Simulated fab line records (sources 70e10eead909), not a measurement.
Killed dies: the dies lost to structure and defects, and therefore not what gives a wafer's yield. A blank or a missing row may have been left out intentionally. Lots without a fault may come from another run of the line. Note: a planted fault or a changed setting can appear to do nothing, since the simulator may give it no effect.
The tool behind it: which one?	flow nand harc	36 wafers from 12 lots sampled at 2 of the route's 1159 steps

== WHAT THE GAUGES SHOWED, per wafer ==
NHARC_P_M1_INSPECT_11.
lot	measured	on	raw defect count
L075	day 6 13:37	defect inspect-02	2 4 3
L077	day 7 00:13	defect inspect-02	5 6 11
L078	day 7 04:14	defect inspect-02	2 3 4
L081	day 7 18:38	defect inspect-01	10 3 2
L083	day 8 05:05	defect inspect-02	4 4 3
L087	day 9 02:03	defect inspect-01	5 8 2
L085	day 9 03:11	defect inspect-02	1 0 2
L088	day 9 20:59	defect inspect-02	2 3 3
L090	day 10 02:22	defect inspect-01	5 2 2
L094	day 11 03:07	defect inspect-01	6 5 4
L095	day 11 05:20	defect inspect-01	3 1 1
L097	day 11 10:09	defect inspect-01	10 5 7

== WHICH TOOL RAN EACH LOT (tool, then ch and the chambers of the sampled wafers, then the start) ==
lot	NHARC_P_CONTACT_STRIP_28
L075	rie diel-06 ch 2,3, day 5 23:19
L077	rie diel-02 ch 0,2,3, day 6 11:41
L078	rie diel-04 ch 0,1,3, day 6 14:28
L081	rie diel-04 ch 1,3, day 7 10:25
L083	rie diel-02 ch 0,2,3, day 7 21:59
L087	rie diel-06 ch 0,1, day 8 18:46
L085	rie diel-02 ch 0,3, day 8 19:36
L088	rie diel-04 ch 0,3, day 9 08:27
L090	rie diel-02 ch 0,2, day 9 14:03
L094	rie diel-04 ch 0,1,3, day 10 17:06
L095	rie diel-04 ch 0,2, day 10 21:37
L097	rie diel-04 ch 1,2,3, day 11 02:44
- NHARC_P_CONTACT_STRIP_28: strips in O2.

== THE ANSWER, worked out from the rows above alone ==
Rule: the usual values come from the lots themselves. Put in order of their means at a reading, lots are off if they are a third of the lots or fewer, leave a main group of 4 or more, and stand apart from it by a gap of 3 or more times the standard deviation of the main group's means; of several such gaps the widest counts. A main group is skipped when, at the precision printed for the reading in the tables above, its means are all equal. A lot without any number at a reading at which 4 lots or more have one is off too. The other lots that the step has rows for count as sound.
No lot is off at any reading shown: from this, nothing can be told.

== WHAT HAD BEEN PUT IN BY THE SIMULATOR ==
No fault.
